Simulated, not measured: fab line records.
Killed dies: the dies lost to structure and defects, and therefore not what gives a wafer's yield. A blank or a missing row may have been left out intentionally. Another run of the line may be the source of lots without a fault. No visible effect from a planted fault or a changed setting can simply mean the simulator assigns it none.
Which tool is to blame?    flow nand-harc    Sampling: 12 lots, 36 wafers, 6 of 1159 route steps

## WHAT THE GAUGES SHOWED, per wafer
NHARC_P_START_INSPECT_01. Usual: 3.6 for raw-defect-count, sd 2.2.
lot   measured     on                 raw-defect-count  flag
L690  day 1 12:02  defect-inspect-01  1 2 3             
L692  day 2 00:02  defect-inspect-01  5 2 4             
L693  day 2 06:02  defect-inspect-02  3 4 2             
L695  day 2 18:02  defect-inspect-01  4 4 3             
L696  day 3 00:02  defect-inspect-02  3 1 2             
L698  day 3 12:02  defect-inspect-02  9 3 6             
L699  day 3 18:02  defect-inspect-01  1 3 3             
L703  day 4 18:02  defect-inspect-01  1 1 1             
L707  day 5 18:02  defect-inspect-01  4 7 1             
L708  day 6 00:02  defect-inspect-02  7 3 5             
L710  day 6 12:02  defect-inspect-02  1 5 5             
L713  day 7 06:02  defect-inspect-02  5 3 2             

NHARC_P_ZERO_WELL_CD_MEAS_37: the cd target is 720 nm. Usual: 720.2 nm for cd-nm, sd 2.5.
lot   measured     on         cd-nm (nm)         flag
L690  day 1 16:14  cd-sem-01  718.8 721.1 717.2  
L692  day 2 04:01  cd-sem-02  720.1 720.6 719.8  
L693  day 2 10:05  cd-sem-01  720.2 720.6 722.5  
L695  day 2 22:16  cd-sem-02  724.9 721.3 720.1  
L696  day 3 04:08  cd-sem-03  789.1 786.8 786.6  OFF
L698  day 3 16:07  cd-sem-03  788.6 788.2 786.6  OFF
L699  day 3 22:08  cd-sem-02  787.2 786.4 785.5  OFF
L703  day 4 22:11  cd-sem-01  717.8 719.6 719.5  
L707  day 5 22:07  cd-sem-02  720.3 720.1 721.8  
L708  day 6 04:06  cd-sem-01  717.5 716.1 721.9  
L710  day 6 16:06  cd-sem-02  719.8 725.0 719.8  
L713  day 7 10:01  cd-sem-02  718.6 719.9 720.8  

NHARC_END_SORT_01. Usual: killed-at-array 30, standard deviation 10; killed-at-other 0.5, standard deviation 0.82; killed-at-periphery 2.9, standard deviation 2; killed-dies 34, standard deviation 11; killed-open 3.2, standard deviation 1.8; killed-short 2.0, standard deviation 1.4.
lot   measured      on         killed-at-array  killed-at-other  killed-at-periphery  killed-dies  killed-open  killed-short  flag
L696  day 21 02:38  prober-01  25 27 24         1 5 1            8 15 12              34 47 37     4 5 3        2 1 0         OFF
L707  day 24 15:31  prober-02  37 36 40         0 0 1            6 4 2                43 40 43     5 2 6        3 2 2         
L710  day 24 22:11  prober-01  29 15 28         1 1 0            1 3 5                31 19 33     4 3 1        4 1 1         
L713  day 25 06:50  prober-01  18 21 13         0 0 1            3 5 2                21 26 16     4 5 3        4 2 1         

## EACH LOT AND THE TOOL THAT RAN IT (in order: tool; ch and the chambers of the sampled wafers; start)
lot   NHARC_P_ZERO_WELL_ETCH_62                     NHARC_P_ZERO_WELL_EXPOSE_34       NHARC_P_STI_DESCUM_14
L690  rie-diel-05 ch 0,1,2, day 1 16:04 or earlier  krf-scanner-01 ch 0, day 1 16:04  rie-diel-06 ch 0,2,3, day 2 07:40
L692  rie-diel-05 ch 1,2, day 2 03:52 or earlier    krf-scanner-03 ch 0, day 2 03:52  rie-diel-11 ch 0,1,2, day 2 23:35
L693  rie-diel-04 ch 2,3, day 2 09:56 or earlier    krf-scanner-02 ch 0, day 2 09:56  rie-diel-12 ch 0,1, day 3 04:57
L695  rie-diel-04 ch 0,1,2, day 2 22:07 or earlier  krf-scanner-01 ch 0, day 2 22:07  rie-diel-12 ch 1,2,3, day 3 14:22
L696  rie-diel-05 ch 1,3, day 3 03:59 or earlier    krf-scanner-02 ch 0, day 3 03:59  rie-diel-11 ch 1,2,3, day 3 23:06
L698  rie-diel-05 ch 0,1, day 3 15:58 or earlier    krf-scanner-02 ch 0, day 3 15:58  rie-diel-11 ch 2,3, day 4 11:44
L699  rie-diel-04 ch 0,2, day 3 21:58 or earlier    krf-scanner-02 ch 0, day 3 21:58  rie-diel-06 ch 1,3, day 4 19:47
L703  rie-diel-13 ch 0,1,3, day 4 22:01 or earlier  krf-scanner-01 ch 0, day 4 22:01  rie-diel-06 ch 0,1,3, day 5 17:04
L707  rie-diel-05 ch 1,2,3, day 5 21:58 or earlier  krf-scanner-01 ch 0, day 5 21:58  rie-diel-12 ch 0,1,2, day 6 18:43
L708  rie-diel-04 ch 1,2,3, day 6 03:57 or earlier  krf-scanner-03 ch 0, day 6 03:57  rie-diel-11 ch 0,1,3, day 7 00:29
L710  rie-diel-04 ch 0,1,3, day 6 15:57 or earlier  krf-scanner-03 ch 0, day 6 15:57  rie-diel-11 ch 0,1,2, day 7 15:29
L713  rie-diel-05 ch 0,1,2, day 7 09:52 or earlier  krf-scanner-01 ch 0, day 7 09:52  rie-diel-06 ch 0,3, day 8 04:51
- NHARC_P_ZERO_WELL_ETCH_62: etches the open film in CHF3/Ar, target depth 13 nm, time 6.5 s.
- NHARC_P_ZERO_WELL_EXPOSE_34: exposes mask P PWELL, target cd 720 nm.
- NHARC_P_STI_DESCUM_14: chemistry O2, time 3 s.

## AS READ BY THE TOOLS THEMSELVES (means over the sampled wafers that have a number; for cases with no such wafer, the mark the record gives instead)
NHARC_P_ZERO_WELL_ETCH_62. Usual: drypump-motor-current-A 5.9 A, standard deviation 0.48; oes-product-au 0.960 a.u., standard deviation 0.022; rf-fwd-power-W 488.9 W, standard deviation 2.1; rf-vpp-V 370.8 V, standard deviation 2.2; showerhead-plenum-p-Torr 2.35 Torr, standard deviation 0.092; throttle-valve-pct 20.216 %, standard deviation 0.0095.
lot   tool         drypump-motor-current-A (A)  oes-product-au (a.u.)  rf-fwd-power-W (W)  rf-vpp-V (V)  showerhead-plenum-p-Torr (Torr)  throttle-valve-pct (%)  flag
L690  rie-diel-05  6.1                          0.972                  489.4               371.5         2.34                             20.223                  
L692  rie-diel-05  6.3                          0.933                  488.9               371.0         2.34                             20.217                  
L693  rie-diel-04  5.8                          0.969                  487.8               370.8         2.33                             20.217                  
L695  rie-diel-04  5.9                          0.918                  490.7               371.8         2.40                             20.216                  
L696  rie-diel-05  6.2                          0.965                  490.8               369.7         2.30                             20.215                  
L698  rie-diel-05  6.6                          0.949                  488.7               370.5         2.33                             20.215                  
L699  rie-diel-04  6.1                          0.915                  488.4               370.1         2.31                             20.216                  
L703  rie-diel-13  5.9                          0.969                  487.4               370.0         2.35                             20.220                  
L707  rie-diel-05  5.8                          0.966                  488.5               369.9         2.30                             20.226                  
L708  rie-diel-04  5.7                          0.968                  488.1               373.0         2.41                             20.211                  
L710  rie-diel-04  5.7                          0.968                  491.1               373.3         2.47                             20.218                  
L713  rie-diel-05  6.2                          0.966                  489.7               371.1         2.33                             20.232                  

NHARC_P_ZERO_WELL_EXPOSE_34. Usual: exposure-dose-mJ-cm2 22.307, standard deviation 0.024; focus-offset-nm 0.0 nm, standard deviation 0.5.
lot   tool            exposure-dose-mJ-cm2  focus-offset-nm (nm)  flag
L690  krf-scanner-01  22.313                0.1                   
L692  krf-scanner-03  22.341                0.7                   
L693  krf-scanner-02  22.278                -0.2                  
L695  krf-scanner-01  22.285                0.2                   
L696  krf-scanner-02  32.850                -0.1                  OFF
L698  krf-scanner-02  32.874                0.0                   OFF
L699  krf-scanner-02  32.859                0.1                   OFF
L703  krf-scanner-01  22.335                -0.2                  
L707  krf-scanner-01  22.303                -0.3                  
L708  krf-scanner-03  22.308                -0.1                  
L710  krf-scanner-03  22.318                0.0                   
L713  krf-scanner-01  22.288                0.8                   

NHARC_P_STI_DESCUM_14. Usual: drypump-motor-current-A 5.6 A, standard deviation 0.43; oes-product-au 1.008 a.u., standard deviation 0.012; rf-vpp-V 57.9 V, standard deviation 0.85; showerhead-plenum-p-Torr 1.94 Torr, standard deviation 0.075; throttle-valve-pct 11.310 %, standard deviation 0.009.
lot   tool         drypump-motor-current-A (A)  oes-product-au (a.u.)  rf-vpp-V (V)  showerhead-plenum-p-Torr (Torr)  throttle-valve-pct (%)  flag
L690  rie-diel-06  5.5                          1.005                  57.3          1.98                             11.308                  
L692  rie-diel-11  5.8                          1.002                  57.7          1.87                             11.320                  
L693  rie-diel-12  5.7                          1.015                  58.2          2.02                             11.307                  
L695  rie-diel-12  5.8                          1.010                  57.6          1.96                             11.311                  
L696  rie-diel-11  5.9                          1.003                  57.6          1.87                             11.316                  
L698  rie-diel-11  6.3                          0.993                  57.6          1.89                             11.313                  
L699  rie-diel-06  5.8                          1.004                  57.9          1.96                             11.308                  
L703  rie-diel-06  5.4                          1.005                  57.9          1.95                             11.306                  
L707  rie-diel-12  5.6                          1.009                  57.6          1.94                             11.316                  
L708  rie-diel-11  5.6                          1.018                  57.5          1.87                             11.309                  
L710  rie-diel-11  5.8                          1.007                  58.5          1.86                             11.298                  
L713  rie-diel-06  5.3                          1.004                  58.5          1.94                             11.311                  

## THE ANSWER, worked out from the rows above alone
Rule: a lot counts as off when the mean over its wafers that have a number is more than 3 standard deviations away from the usual mean. Also off: a lot with no number at a reading for which 4 or more lots have one. All remaining lots with rows at the step are treated as sound. After the gauges, taken in route order, come the tools' own readings; for these a lot's mean is taken, as printed above. The first step at which some lot is off is used, and at that step the reading that is off furthest; a lot without a number counts as furthest.
Off: L696, L698, L699, at NHARC_P_ZERO_WELL_CD_MEAS_37 (cd-nm).
A tool fits if, at a process step before that reading, it ran every lot that is off, and no sound lot after the first of them. Not tried: the gauges at NHARC_P_ZERO_WELL_CD_MEAS_37; whatever is off there is also off at NHARC_P_ZERO_WELL_EXPOSE_34, on other tools, and gauge error can't account for it. Because NHARC_P_ZERO_WELL_ETCH_62 lacks a start for some lots, the hours and order of its lots are taken from NHARC_P_ZERO_WELL_EXPOSE_34. One fits: krf-scanner-02 at NHARC_P_ZERO_WELL_EXPOSE_34. A fault onset in the window from L693 (day 2 09:56, its last sound lot) to L696 (day 3 03:59, its first lot off) fits.
On the lots that are off, the tool's own readings at NHARC_P_ZERO_WELL_EXPOSE_34 differ by more than 5 times the standard deviation of the sound lots' means, which bears it out; exposure-dose-mJ-cm2 reads 32.861 there versus 22.308 on the sound lots.

## WHAT THE SIMULATOR HAD PUT IN
Drift in process parameters on krf-scanner-02 at NHARC_P_ZERO_WELL_EXPOSE_34, starting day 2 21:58. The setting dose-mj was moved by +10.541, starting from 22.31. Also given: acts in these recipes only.
Lots struck among those shown: L696, L698, L699. Same finding as the rule above.
